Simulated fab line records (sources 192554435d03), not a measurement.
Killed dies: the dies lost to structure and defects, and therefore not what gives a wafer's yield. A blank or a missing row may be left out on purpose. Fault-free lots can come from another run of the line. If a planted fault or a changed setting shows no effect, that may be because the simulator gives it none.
fab line records	flow n5-finfet
[record] lots = 7	wafers = 21
route steps=1938 shown ZERO_LAYER@16 WELL_APT@21 PMOS_HMC_CHANNEL_EPI@69 FIN_SAQP@96 DUMMY_GATE@222
start-h: the number of hours between the record's first day and the start of the first shown wafer of the lot	wait-h: hours from the lot's prior step to this one	" as in the row above	L1.1+2: a single row standing in for several wafers	- no value, or no start given	* or withheld: withheld	< > ~ a bound
route shown NAME@n: NAME is a module with steps in the file, n the number in the route of the first one	usual: the fault-free wafers' mean and standard deviation	same: alike in all rows	chamber/n: place in a boat	sites: per-site readings	_std_site: the values' standard deviation	_edge_site: the outer-site mean with the inner-site mean subtracted	radius-mm: for every site, how far away it sits from the centre of the wafer	mask NAME#n: copy n	behind: tool/chamber where the wafer was last shaped	hold: why the lot was held/for how many hours/how that ended	device: the n, p or np transistor that did not switch	end of line: tests run on the same wafers once the route is complete	a step given without rows: its recipe and nothing more	killed: not the wafer's yield, but the dies lost to structure and defects at the first sort	map: a wafer's dies, x killed, . not, _ none there
set.NAME: the setting that was run; set.NAME@STEP: the one run at that earlier step	model.NAME: the simulator's own value behind a step, which no gauge read
lots where settings were altered on purpose, with a table for each step and a row for each wafer
[[steps]]
[step N5_ZERO_LAYER_ETCH_18]
[recipe] chemistry = HBr/Cl2	target = Si	target-depth-a = 1200	time-s = 40	pressure-mtorr = 10	icp-w = 800	bias-w = 75	HBr_flow_sccm = 150	Cl2_flow_sccm = 80
lot.wafer	tool	chamber	start-h	wait-h	set.icp-w	model.ZERO_LAYER.feature-depth-nm	model.etch.depth-nm
L074.1	rie-si-01	1	12.80	0.0	800	122	122
L074.3	"	3	"	"	800	121.7	121.7
L074.4	"	2	"	"	800	121	121
L078.1	rie-si-03	3	36.79	0.0	936.1	130.3	130.3
L078.2	"	1	"	"	800	121.1	121.1
L078.5	"	0	"	"	800	119.5	119.5
L079.1	rie-si-03	3	42.88	0.0	800	119.6	119.6
L079.3	"	0	"	"	800	116.9	116.9
L079.4	"	1	"	"	800	118.6	118.6
L084.1	rie-si-01	2	73.03	0.0	697.4	112.4	112.5
L084.2	"	3	"	"	697.4	113.5	113.5
L084.4	"	1	"	"	800	121.8	121.8
L085.3	rie-si-03	1	78.92	0.0	800	119.1	119.1
L085.4	"	3	"	"	729.3	115.3	115.3
L085.5	"	2	"	"	800	120.7	120.7
L086.1	rie-si-03	1	84.80	0.0	800	118.5	118.5
L086.3	"	0	"	"	800	117.1	117.1
L086.5	"	1	"	"	800	118.6	118.6
L089.3	rie-si-02	2	102.82	0.0	800	121.2	121.2
L089.5	"	1	"	"	800	120.1	120.1
L089.6	"	2	"	"	800	120.5	120.5
[step N5_WELL_APT_COAT_02]
[recipe] spin-rpm = 1357	resist-thk-nm = 950
lot.wafer	tool	chamber	start-h	wait-h	set.spin-rpm	model.coat_of_WELL_APT_COAT_02.thk-nm
L074.1	litho-track-05	0	-	-	1357	949.9
L074.3	"	0	"	"	1357	950.3
L074.4	"	0	"	"	1357	950.8
L078.1	litho-track-04	0	-	-	1235	997.2
L078.2	"	0	"	"	1235	995.4
L078.5	"	0	"	"	1357	949.2
L079.1	litho-track-02	0	-	-	1493	907.4
L079.3	"	0	"	"	1493	909.6
L079.4	"	0	"	"	1357	955
L084.1	litho-track-02	0	-	-	1357	952.3
L084.2	"	0	"	"	1468	913.6
L084.4	"	0	"	"	1357	953.7
L085.3	litho-track-02	0	-	-	1357	951
L085.4	"	0	"	"	1507	899.5
L085.5	"	0	"	"	1357	946.5
L086.1+3	litho-track-04	0	-	-	1357	948.6
L086.5	"	0	"	"	1357	951.6
L089.3	litho-track-02	0	-	-	1205	1007
L089.5	"	0	"	"	1357	952.6
L089.6	"	0	"	"	1205	1008
[step N5_PMOS_HMC_CHANNEL_EPI_ETCH_32]
[recipe] chemistry = N2/H2	target = BARC	stop-on = SiO2	target-depth-a = 858	over-etch-frac = 0.3	time-s = 50.3	ion-energy-ev = 200	mask-material = CAR-ArF-block	pressure-mtorr = 30	source-w = 840	bias-w = 150	n2-flow-sccm = 200	h2-flow-sccm = 200
[usual] rf-vpp-V = 524.2/2.2
lot.wafer	tool	chamber	start-h	wait-h	set.bias-w	rf-vpp-V
L074.1	rie-diel-02	1	16.89	0.0	150	523.3
L074.3	"	2	"	"	150	525.8
L074.4	"	0	"	"	150	523.3
L078.1	rie-diel-02	0	41.06	0.0	150	523.0
L078.2	"	1	"	"	150	522.0
L078.5	"	1	"	"	150	521.7
L079.1	rie-diel-04	3	47.06	0.0	150	521.4
L079.3	"	0	"	"	175.4	574.5
L079.4	"	0	"	"	150	521.7
L084.1	rie-diel-05	0	78.02	0.0	171	570.7
L084.2	"	3	"	"	171	566.6
L084.4	"	0	"	"	171	571.8
L085.3	rie-diel-02	1	83.73	0.0	150	521.0
L085.4	"	3	"	"	132.6	482.7
L085.5	"	0	"	"	132.6	485.5
L086.1	rie-diel-02	2	90.08	0.0	125.4	469.7
L086.3	"	1	"	"	150	520.6
L086.5	"	0	"	"	125.4	468.3
L089.3	rie-diel-05	1	107.29	0.0	150	527.1
L089.5	"	1	"	"	150	526.9
L089.6	"	0	"	"	150	525.5
[step N5_FIN_SAQP_HM_DEP_03]
[recipe] material = SiNx	target-thk-a = 380	temp-c = 400	precursor = SiH4/NH3/N2	pressure-torr = 1.5	rf-w = 300	time-s = 33.6
lot.wafer	tool	chamber	start-h	wait-h	set.time-s	model.SiNx_of_FIN_SAQP_HM_DEP_03.thk-nm
L074.1	pecvd-03	2	20.78	0.2	33.6	38.45
L074.3	"	0	"	"	33.6	38.5
L074.4	"	1	"	"	33.6	38.75
L078.1	pecvd-03	0	44.36	0.2	33.6	38.31
L078.2	"	2	"	"	30.49	34.65
L078.5	"	0	"	"	30.49	35.39
L079.1	pecvd-03	2	50.36	0.2	33.6	37.58
L079.3	"	1	"	"	33.6	38.59
L079.4	"	2	"	"	32.14	36.82
L084.1	pecvd-01	0	81.61	0.2	37.04	41.62
L084.2	"	1	"	"	37.04	40.9
L084.4	"	1	"	"	33.6	37.98
L085.3	pecvd-02	2	87.74	0.1	33.6	38.56
L085.4	"	1	"	"	31.29	36.16
L085.5	"	2	"	"	33.6	39.03
L086.1	pecvd-01	0	94.71	0.2	33.6	37.68
L086.3	"	1	"	"	33.6	37.93
L086.5	"	0	"	"	33.6	38.02
L089.3	pecvd-02	2	111.45	0.1	31.74	35.96
L089.5	"	0	"	"	33.6	38.03
L089.6	"	2	"	"	33.6	38.77
[step N5_FIN_SAQP_THK_MEAS_05]
[usual] thk-nm = 38.2/0.55
lot.wafer	tool	chamber	start-h	wait-h	set.time-s@FIN_SAQP_HM_DEP_03	thk-nm
L074.1	film-metro-02	-	20.86	0.1	33.6	38.4
L074.3	"	-	"	"	33.6	38.5
L074.4	"	-	"	"	33.6	38.7
L078.1	film-metro-01	-	44.45	0.1	33.6	38.3
L078.2	"	-	"	"	30.49	34.7
L078.5	"	-	"	"	30.49	35.4
L079.1	film-metro-01	-	50.44	0.1	33.6	37.6
L079.3	"	-	"	"	33.6	38.6
L079.4	"	-	"	"	32.14	36.9
L084.1	film-metro-02	-	81.70	0.1	37.04	41.6
L084.2	"	-	"	"	37.04	40.9
L084.4	"	-	"	"	33.6	38.0
L085.3	film-metro-02	-	87.83	0.1	33.6	38.6
L085.4	"	-	"	"	31.29	36.2
L085.5	"	-	"	"	33.6	39.0
L086.1	film-metro-02	-	94.82	0.1	33.6	37.7
L086.3	"	-	"	"	33.6	38.0
L086.5	"	-	"	"	33.6	38.1
L089.3	film-metro-01	-	111.55	0.1	31.74	36.0
L089.5	"	-	"	"	33.6	38.1
L089.6	"	-	"	"	33.6	38.8
[step N5_FIN_SAQP_PECVD_06]
[recipe] material = a-Si	target-thk-a = 600	temp-c = 400	precursor = SiH4/He	pressure-torr = 3	rf-w = 100	time-s = 48.1
lot.wafer	tool	chamber	start-h	wait-h	set.time-s	model.a-Si_of_FIN_SAQP_PECVD_06.thk-nm
L074.1	pecvd-02	0	20.98	0.0	48.1	59.24
L074.3	"	1	"	"	48.1	59.48
L074.4	"	2	"	"	48.1	59.54
L078.1	pecvd-01	1	44.57	0.0	50.18	61.56
L078.2	"	0	"	"	48.1	58.39
L078.5	"	0	"	"	50.18	61.53
L079.1	pecvd-02	0	50.56	0.0	50.01	62.07
L079.3	"	2	"	"	48.1	58.98
L079.4	"	2	"	"	50.01	62.61
L084.1	pecvd-03	2	81.81	0.0	41.49	50.31
L084.2	"	1	"	"	41.49	50.59
L084.4	"	1	"	"	48.1	59.77
L085.3	pecvd-03	2	87.95	0.0	42.86	52.59
L085.4	"	1	"	"	48.1	60.76
L085.5	"	2	"	"	42.86	53.23
L086.1	pecvd-03	0	94.94	0.0	48.1	59.7
L086.3	"	2	"	"	48.1	58.81
L086.5	"	1	"	"	48.1	59.96
L089.3	pecvd-03	0	111.67	0.0	51.54	63.94
L089.5	"	2	"	"	48.1	60.42
L089.6	"	1	"	"	51.54	64.64
[step N5_FIN_SAQP_THK_MEAS_07]
[usual] thk-nm = 59.9/0.76
lot.wafer	tool	chamber	start-h	wait-h	set.time-s@FIN_SAQP_PECVD_06	thk-nm
L074.1	film-metro-01	-	21.07	0.1	48.1	59.3
L074.3	"	-	"	"	48.1	59.5
L074.4	"	-	"	"	48.1	59.6
L078.1	film-metro-01	-	44.66	0.1	50.18	61.5
L078.2	"	-	"	"	48.1	58.3
L078.5	"	-	"	"	50.18	61.5
L079.1	film-metro-02	-	50.65	0.1	50.01	62.1
L079.3	"	-	"	"	48.1	59.0
L079.4	"	-	"	"	50.01	62.6
L084.1	film-metro-01	-	81.90	0.1	41.49	50.4
L084.2	"	-	"	"	41.49	50.6
L084.4	"	-	"	"	48.1	59.8
L085.3	film-metro-01	-	88.04	0.1	42.86	52.6
L085.4	"	-	"	"	48.1	60.8
L085.5	"	-	"	"	42.86	53.2
L086.1	film-metro-02	-	95.03	0.1	48.1	59.7
L086.3	"	-	"	"	48.1	58.8
L086.5	"	-	"	"	48.1	60.0
L089.3	film-metro-02	-	111.76	0.1	51.54	64.0
L089.5	"	-	"	"	48.1	60.4
L089.6	"	-	"	"	51.54	64.6
[step N5_FIN_SAQP_HM_DEP_72]
[recipe] material = SiO2	target-thk-a = 120	temp-c = 400	precursor = SiH4/N2O	pressure-torr = 0.75	rf-w = 275	time-s = 7.2
[step N5_FIN_SAQP_COAT_49]
[recipe] resist = SOC	temp-c = 250	time-s = 60	spin-rpm = 1500	resist-thk-nm = 100
[step N5_FIN_SAQP_ETCH_52]
[recipe] chemistry = N2/H2	target = SOC	target-depth-a = 1000	overetch-a = 200	mask-material = SiARC	temp-c = 40	time-s = 150	ion-energy-ev = 200	pressure-mtorr = 30	source-w = 840	bias-w = 150	n2-flow-sccm = 200	h2-flow-sccm = 200	ends = end-point
[step N5_FIN_SAQP_STRIP_53]
[recipe] chemistry = N2/H2	temp-c = 40	n2-flow-sccm = 200	h2-flow-sccm = 200	rf-frequency-hz = 6e+07
[step N5_FIN_SAQP_HM_OPEN_73]
[recipe] chemistry = CHF3/O2	target = SiO2	stop-on = a-Si	target-depth-a = 120	over-etch-frac = 1.8	mask-material = SOC	time-s = 16.8	pressure-mtorr = 30	source-w = 650	bias-w = 170	Ar_flow_sccm = 200	CHF3_flow_sccm = 50	O2_flow_sccm = 5	ion-energy-ev = 200	ends = end-point
lot.wafer	tool	chamber	start-h	wait-h	set.time-s@FIN_SAQP_PECVD_06	model.a-Si_of_FIN_SAQP_PECVD_06.thk-nm
L074.1	rie-diel-01	2	21.74	0.0	48.1	59.24
L074.3	"	0	"	"	48.1	59.43
L074.4	"	1	"	"	48.1	59.54
L078.1	rie-diel-06	3	45.43	0.0	50.18	61.56
L078.2	"	2	"	"	48.1	58.29
L078.5	"	1	"	"	50.18	61.53
L079.1	rie-diel-06	2	51.52	0.0	50.01	61.97
L079.3	"	0	"	"	48.1	58.98
L079.4	"	1	"	"	50.01	62.61
L084.1	rie-diel-01	3	82.68	0.0	41.49	50.24
L084.2	"	1	"	"	41.49	50.59
L084.4	"	2	"	"	48.1	59.77
L085.3	rie-diel-01	3	88.82	0.0	42.86	52.52
L085.4	"	1	"	"	48.1	60.76
L085.5	"	3	"	"	42.86	53.16
L086.1	rie-diel-06	3	95.81	0.0	48.1	59.7
L086.3	"	0	"	"	48.1	58.81
L086.5	"	1	"	"	48.1	59.96
L089.3	rie-diel-03	2	113.34	0.0	51.54	63.94
L089.5	"	2	"	"	48.1	60.42
L089.6	"	3	"	"	51.54	64.64
[step N5_FIN_SAQP_STRIP_74]
[recipe] chemistry = CHF3/O2	resist = SiARC	rf-frequency-hz = 6e+07
[step N5_FIN_SAQP_MANDREL_ETCH_22]
[recipe] target-depth-a = 600	chemistry = HBr/Cl2	target = a-Si	stop-on = SiNx	bt-time-s = 10	over-etch-frac = 0.5	time-s = 30	pressure-mtorr = 10	icp-w = 800	bias-w = 75	HBr_flow_sccm = 150	Cl2_flow_sccm = 80	ends = end-point
[usual] oes-product-au = 0.765/0.014
lot.wafer	tool	chamber	start-h	wait-h	set.time-s@FIN_SAQP_PECVD_06	oes-product-au	model.etch.depth-nm
L074.1	rie-si-02	3	21.82	0.0	48.1	0.758	59.24
L074.3	"	2	"	"	48.1	0.740	59.43
L074.4	"	1	"	"	48.1	0.775	59.54
L078.1	rie-si-02	0	45.52	0.0	50.18	0.766	61.56
L078.2	"	2	"	"	48.1	0.731	58.29
L078.5	"	3	"	"	50.18	0.774	61.53
L079.1	rie-si-01	2	51.61	0.0	50.01	0.790	61.97
L079.3	"	0	"	"	48.1	0.762	58.98
L079.4	"	3	"	"	50.01	0.803	62.61
L084.1	rie-si-02	3	82.77	0.0	41.49	0.684	50.24
L084.2	"	1	"	"	41.49	0.701	50.59
L084.4	"	0	"	"	48.1	0.757	59.77
L085.3	rie-si-02	3	88.91	0.0	42.86	0.694	52.52
L085.4	"	0	"	"	48.1	0.760	60.76
L085.5	"	0	"	"	42.86	0.705	53.16
L086.1	rie-si-03	3	95.89	0.0	48.1	0.781	59.7
L086.3	"	0	"	"	48.1	0.743	58.81
L086.5	"	0	"	"	48.1	0.756	59.96
L089.3	rie-si-01	1	113.43	0.0	51.54	0.789	63.94
L089.5	"	2	"	"	48.1	0.780	60.42
L089.6	"	3	"	"	51.54	0.813	64.64
[step N5_FIN_SAQP_STRIP_55]
[recipe] chemistry = N2/H2	power-w = 500	temp-c = 40	pressure-mtorr = 50	rf-frequency-hz = 6e+07	overash-fraction = 0.3	bias-power-w = 28	h2-frac = 0.5	n2-flow-sccm = 300	h2-flow-sccm = 300
[step N5_FIN_SAQP_STRIP_23]
[recipe] chemistry = SPM	time-s = 750	temp-c = 130	h2so4-h2o2-vol-ratio = 4
[step N5_FIN_SAQP_ETCH_57]
[recipe] chemistry = CH3F/O2	target = SiNx	mask-material = SiO2	target-depth-a = 325	time-s = 46.4	pressure-mtorr = 30	source-w = 395	bias-w = 73	Ar_flow_sccm = 150	CH3F_flow_sccm = 30	O2_flow_sccm = 20	ion-energy-ev = 120	ends = cleared
[step N5_FIN_SAQP_ETCH_65]
[recipe] chemistry = CF4	target = SiO2	target-depth-a = 40	ion-energy-ev = 350	time-s = 4.4	pressure-mtorr = 10	icp-w = 800	bias-w = 400	cf4-flow-sccm = 80
[step N5_FIN_SAQP_MANDREL_ETCH_58]
[recipe] chemistry = HBr/Cl2	target = a-Si	target-depth-a = 450	bt-time-s = 10	stop-on = SiNx	mask-material = SiO2	over-etch-frac = 0.8	time-s = 27	pressure-mtorr = 10	icp-w = 800	bias-w = 75	HBr_flow_sccm = 150	Cl2_flow_sccm = 80	ends = end-point
lot.wafer	tool	chamber	start-h	wait-h	set.time-s@FIN_SAQP_HM_DEP_03	model.SiNx_of_FIN_SAQP_HM_DEP_03.thk-nm
L074.1	rie-si-01	2	23.94	0.0	33.6	38.45
L074.3	"	0	"	"	33.6	38.4
L074.4	"	3	"	"	33.6	38.6
L078.1	rie-si-02	2	48.12	0.0	33.6	38.2
L078.2	"	1	"	"	30.49	34.6
L078.5	"	0	"	"	30.49	35.39
L079.1	rie-si-02	0	53.51	0.0	33.6	37.58
L079.3	"	2	"	"	33.6	38.4
L079.4	"	3	"	"	32.14	36.82
L084.1	rie-si-01	0	84.92	0.0	37.04	41.6
L084.2	"	1	"	"	37.04	40.9
L084.4	"	3	"	"	33.6	38
L085.3	rie-si-01	0	91.25	0.0	33.6	38.4
L085.4	"	3	"	"	31.29	36.2
L085.5	"	1	"	"	33.6	39.03
L086.1	rie-si-02	1	98.28	0.0	33.6	37.6
L086.3	"	2	"	"	33.6	37.8
L086.5	"	0	"	"	33.6	38.02
L089.3	rie-si-03	2	115.41	0.0	31.74	35.96
L089.5	"	3	"	"	33.6	38
L089.6	"	2	"	"	33.6	38.77
[step N5_FIN_SAQP_RECESS_63]
[recipe] chemistry = HF/NH3	target = SiO2	target-depth-a = 180	afs-cycles = 3	temp-c = 30	sublimation-temp-c = 180	sublimation-time-s = 60
[step N5_FIN_SAQP_COAT_68]
[recipe] resist = SOC	temp-c = 250	time-s = 60	spin-rpm = 1500	resist-thk-nm = 100
[step N5_FIN_SAQP_MANDREL2_REMOVE_60]
[recipe] chemistry = HBr/Cl2/O2	bt-time-s = 10	target = a-Si	stop-on = SiNx	endpoint = OES-SiCl	over-etch-frac = 1	icp-w = 600	bias-w = 22	HBr_flow_sccm = 150	Cl2_flow_sccm = 80	O2_flow_sccm = 5	pressure-mtorr = 10
[step N5_FIN_SAQP_HM_OPEN_33]
[recipe] chemistry = CH3F/O2	target = SiNx	mask-material = SiO2	target-depth-a = 494	time-s = 70.6	pressure-mtorr = 30	source-w = 395	bias-w = 73	Ar_flow_sccm = 150	CH3F_flow_sccm = 30	O2_flow_sccm = 20	ion-energy-ev = 120	ends = cleared
[usual] etch-rf-on-time-s = 69.3/1.5
lot.wafer	tool	chamber	start-h	wait-h	set.time-s@FIN_SAQP_HM_DEP_03	etch-rf-on-time-s	model.etch.depth-nm
L074.1	rie-diel-03	2	25.37	0.1	33.6	69.9	37.83
L074.3	"	0	"	"	33.6	68.4	37.77
L074.4	"	1	"	"	33.6	70.4	38.07
L078.1	rie-diel-06	0	49.74	0.1	33.6	68.8	37.48
L078.2	"	3	"	"	30.49	63.1	33.97
L078.5	"	1	"	"	30.49	63.5	34.76
L079.1	rie-diel-01	1	54.92	0.0	33.6	70.2	36.95
L079.3	"	3	"	"	33.6	68.1	37.77
L079.4	"	0	"	"	32.14	67.3	36.19
L084.1	rie-diel-03	1	87.16	0.4	37.04	76.2	40.89
L084.2	"	0	"	"	37.04	73.1	40.27
L084.4	"	2	"	"	33.6	69.4	37.3
L085.3	rie-diel-06	3	93.58	0.0	33.6	71.0	37.83
L085.4	"	1	"	"	31.29	66.1	35.48
L085.5	"	2	"	"	33.6	69.1	38.4
L086.1	rie-diel-03	1	99.81	0.1	33.6	69.6	37
L086.3	"	2	"	"	33.6	70.4	37.11
L086.5	"	0	"	"	33.6	69.5	37.4
L089.3	rie-diel-06	3	116.85	0.0	31.74	65.1	35.33
L089.5	"	0	"	"	33.6	69.1	37.38
L089.6	"	1	"	"	33.6	70.3	38.14
[step N5_FIN_SAQP_ETCH_34]
[recipe] chemistry = C4F6/O2	target = SiO2	target-depth-a = 450	time-s = 15	ion-energy-ev = 250	pressure-mtorr = 30	source-w = 345	bias-w = 185	Ar_flow_sccm = 300	C4F6_flow_sccm = 10	O2_flow_sccm = 10	ends = cleared
[step N5_FIN_SAQP_STRIP_77]
[recipe] chemistry = N2/H2	time-s = 90	power-w = 100	temp-c = 40	pressure-mtorr = 100	rf-frequency-hz = 6e+07	bias-power-w = 3	n2-flow-sccm = 300	h2-flow-sccm = 300
[step N5_FIN_SAQP_ETCH_64]
[recipe] chemistry = CF4	target = SiO2	target-depth-a = 15	ion-energy-ev = 350	pressure-mtorr = 10	icp-w = 800	bias-w = 400	cf4-flow-sccm = 80
[step N5_FIN_SAQP_FIN_ETCH_36]
[recipe] chemistry = HBr/Cl2/O2	target-depth-a = 1200	mask-material = SiNx	time-s = 50.4	bias-w = 102	pressure-mtorr = 10	icp-w = 800	HBr_flow_sccm = 150	Cl2_flow_sccm = 80	O2_flow_sccm = 12
lot.wafer	tool	chamber	start-h	wait-h	set.time-s@FIN_SAQP_HM_DEP_03	model.SiNx_of_FIN_SAQP_HM_DEP_03.thk-nm
L074.1+3+4	rie-si-01	2,1,3	25.66	0.0	33.6	21.6
L078.1	rie-si-02	0	50.02	0.0	33.6	22
L078.2	"	2	"	"	30.49	17.6
L078.5	"	0	"	"	30.49	19
L079.1	rie-si-01	3	55.20	0.0	33.6	20.6
L079.3	"	1	"	"	33.6	21.4
L079.4	"	2	"	"	32.14	20
L084.1	rie-si-01	1	87.45	0.0	37.04	24.6
L084.2	"	0	"	"	37.04	24.2
L084.4	"	3	"	"	33.6	20.8
L085.3	rie-si-01	1	93.86	0.0	33.6	21.6
L085.4	"	0	"	"	31.29	19.6
L085.5	"	2	"	"	33.6	22.2
L086.1+5	rie-si-02	0,3	100.09	0.0	33.6	21.4
L086.3	"	1	"	"	33.6	21
L089.3	rie-si-03	1	117.13	0.0	31.74	19
L089.5	"	1	"	"	33.6	21.2
L089.6	"	0	"	"	33.6	22
[step N5_DUMMY_GATE_COAT_34]
[recipe] resist = SOC	temp-c = 250	time-s = 60	spin-rpm = 1500	resist-thk-nm = 60
lot.wafer	tool	chamber	start-h	wait-h	set.spin-rpm	model.SOC_of_DUMMY_GATE_COAT_34.thk-nm
L074.1+3+4	litho-track-01	0	45.11	0.0	1500	60.2
L078.1	litho-track-03	0	69.80	0.1	1640	57.4
L078.2	"	0	"	"	1640	57.2
L078.5	"	0	"	"	1500	60
L079.1+3+4	litho-track-03	0	73.93	0.0	1500	60
L084.1	litho-track-03	0	107.90	0.0	1500	60
L084.2+4	"	0	"	"	1457	61
L085.3+4	litho-track-01	0	115.85	0.1	1417	61.8
L085.5	"	0	"	"	1500	60.2
L086.1+3+5	litho-track-01	0	119.74	0.0	1378	62.6
L089.3	litho-track-02	0	136.36	0.0	1500	60.2
L089.5	"	0	"	"	1500	60
L089.6	"	0	"	"	1383	62.6
[[key]]
[split] step = N5_ZERO_LAYER_ETCH_18	setting = icp-w	stated = 800	by = wafer
[response] step = N5_ZERO_LAYER_ETCH_18	reading = model.ZERO_LAYER.feature-depth-nm	change = +0.607	per = 1%	r = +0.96
[response] step = N5_ZERO_LAYER_ETCH_18	reading = model.etch.depth-nm	change = +0.607	per = 1%	r = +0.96
[split] step = N5_WELL_APT_COAT_02	setting = spin-rpm	stated = 1357	by = wafer
[response] step = N5_WELL_APT_COAT_02	reading = model.coat_of_WELL_APT_COAT_02.thk-nm	change = -4.79	per = 1%	r = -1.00
[split] step = N5_PMOS_HMC_CHANNEL_EPI_ETCH_32	setting = bias-w	stated = 150	by = wafer
[response] step = N5_PMOS_HMC_CHANNEL_EPI_ETCH_32	reading = rf-vpp-V	change = +3.14	per = 1%	r = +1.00
[split] step = N5_FIN_SAQP_HM_DEP_03	setting = time-s	stated = 33.6	by = wafer
[response] step = N5_FIN_SAQP_HM_DEP_03	reading = model.SiNx_of_FIN_SAQP_HM_DEP_03.thk-nm	change = +0.352	per = 1%	r = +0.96
[response] step = N5_FIN_SAQP_THK_MEAS_05	reading = thk-nm	change = *	per = 1%	r = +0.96
[response] step = N5_FIN_SAQP_MANDREL_ETCH_58	reading = model.SiNx_of_FIN_SAQP_HM_DEP_03.thk-nm	change = +0.344	per = 1%	r = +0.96
[response] step = N5_FIN_SAQP_HM_OPEN_33	reading = etch-rf-on-time-s	change = *	per = 1%	r = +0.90
[response] step = N5_FIN_SAQP_HM_OPEN_33	reading = model.etch.depth-nm	change = +0.345	per = 1%	r = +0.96
[response] step = N5_FIN_SAQP_FIN_ETCH_36	reading = model.SiNx_of_FIN_SAQP_HM_DEP_03.thk-nm	change = +0.368	per = 1%	r = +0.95
[split] step = N5_FIN_SAQP_PECVD_06	setting = time-s	stated = 48.1	by = wafer
[response] step = N5_FIN_SAQP_PECVD_06	reading = model.a-Si_of_FIN_SAQP_PECVD_06.thk-nm	change = +0.682	per = 1%	r = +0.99
[response] step = N5_FIN_SAQP_THK_MEAS_07	reading = thk-nm	change = *	per = 1%	r = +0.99
[response] step = N5_FIN_SAQP_HM_OPEN_73	reading = model.a-Si_of_FIN_SAQP_PECVD_06.thk-nm	change = +0.686	per = 1%	r = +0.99
[response] step = N5_FIN_SAQP_MANDREL_ETCH_22	reading = oes-product-au	change = +0.0051	per = 1%	r = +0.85
[response] step = N5_FIN_SAQP_MANDREL_ETCH_22	reading = model.etch.depth-nm	change = +0.686	per = 1%	r = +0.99
[split] step = N5_DUMMY_GATE_COAT_34	setting = spin-rpm	stated = 1500	by = wafer
[response] step = N5_DUMMY_GATE_COAT_34	reading = model.SOC_of_DUMMY_GATE_COAT_34.thk-nm	change = -0.302	per = 1%	r = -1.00
